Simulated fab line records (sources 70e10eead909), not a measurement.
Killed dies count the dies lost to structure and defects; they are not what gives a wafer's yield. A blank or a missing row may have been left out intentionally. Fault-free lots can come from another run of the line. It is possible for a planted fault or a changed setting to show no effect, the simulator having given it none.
One fault seen from 2 desks / flow nand harc / every desk sees just its own numbers, and what lay behind them comes last

THE DEFECT DESK
What the inspections along the route counted, lot by lot: means of the sampled wafers that have a number. The brackets show how far a lot's mean lies from the usual mean; more than 4 standard deviations puts the lot out of limits, marked OUT.
Columns: A = raw defect count at NHARC_P_M1_INSPECT_11, usual 4.0
lot=L513; first seen here=day 6 09:52; A=4.7
lot=L516; first seen here=day 6 13:16; A=3.7
lot=L515; first seen here=day 6 15:19; A=8.0
lot=L525; first seen here=day 9 02:55; A=17.0 (+5.4) OUT
lot=L527; first seen here=day 9 03:13; A=4.3
lot=L524; first seen here=day 9 04:24; A=20.0 (+6.7) OUT
lot=L526; first seen here=day 9 11:35; A=5.0
lot=L530; first seen here=day 10 07:59; A=3.7
lot=L531; first seen here=day 10 10:35; A=2.0
lot=L532; first seen here=day 10 13:44; A=3.3
lot=L534; first seen here=day 11 00:49; A=2.3
lot=L535; first seen here=day 11 08:46; A=2.3
This desk's verdict: out of limits on L524, L525, starting with L525 at day 9 02:55 (raw defect count at NHARC_P_M1_INSPECT_11). L513, L516, L515, L527, L526, L530, L531, L532, L534, L535 stayed within limits.

THE METROLOGY DESK
What the gauges read for every lot (on any tool): the sampled wafers with a number, averaged. The brackets show how far a lot's mean lies from the usual mean; more than 4 standard deviations puts the lot out of limits, marked OUT.
Columns: A = thk nm at NHARC_P_M0_THK_MEAS_24, usual 117.4 nm
lot=L513; first seen here=day 6 08:12; A=117.7
lot=L516; first seen here=day 6 11:44; A=117.7
lot=L515; first seen here=day 6 13:38; A=118.3
lot=L525; first seen here=day 9 01:05; A=116.9
lot=L527; first seen here=day 9 01:32; A=116.5
lot=L524; first seen here=day 9 02:26; A=117.4
lot=L526; first seen here=day 9 09:41; A=115.9
lot=L530; first seen here=day 10 06:18; A=117.7
lot=L531; first seen here=day 10 08:55; A=118.4
lot=L532; first seen here=day 10 12:04; A=117.6
lot=L534; first seen here=day 10 23:16; A=118.4
lot=L535; first seen here=day 11 07:07; A=117.8
Result from this desk: across the 12 lots, nothing is out of limits.

PUT TOGETHER
The defect desk could have raised an alarm at day 9 02:55, on L524, L525.
From the metrology desk's view, nothing was out of limits.
The metrology desk has L524, L525 on record, within its limits.
The lots listed all ran NHARC_P_M1_DEP_00 on pecvd-03.

WHAT WAS PUT IN BY THE SIMULATOR
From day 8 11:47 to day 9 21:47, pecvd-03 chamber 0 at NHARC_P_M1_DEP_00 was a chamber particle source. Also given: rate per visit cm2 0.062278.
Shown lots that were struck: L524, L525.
Hours from the fault's start to each desk's first reading out of limits: the defect desk, 15.
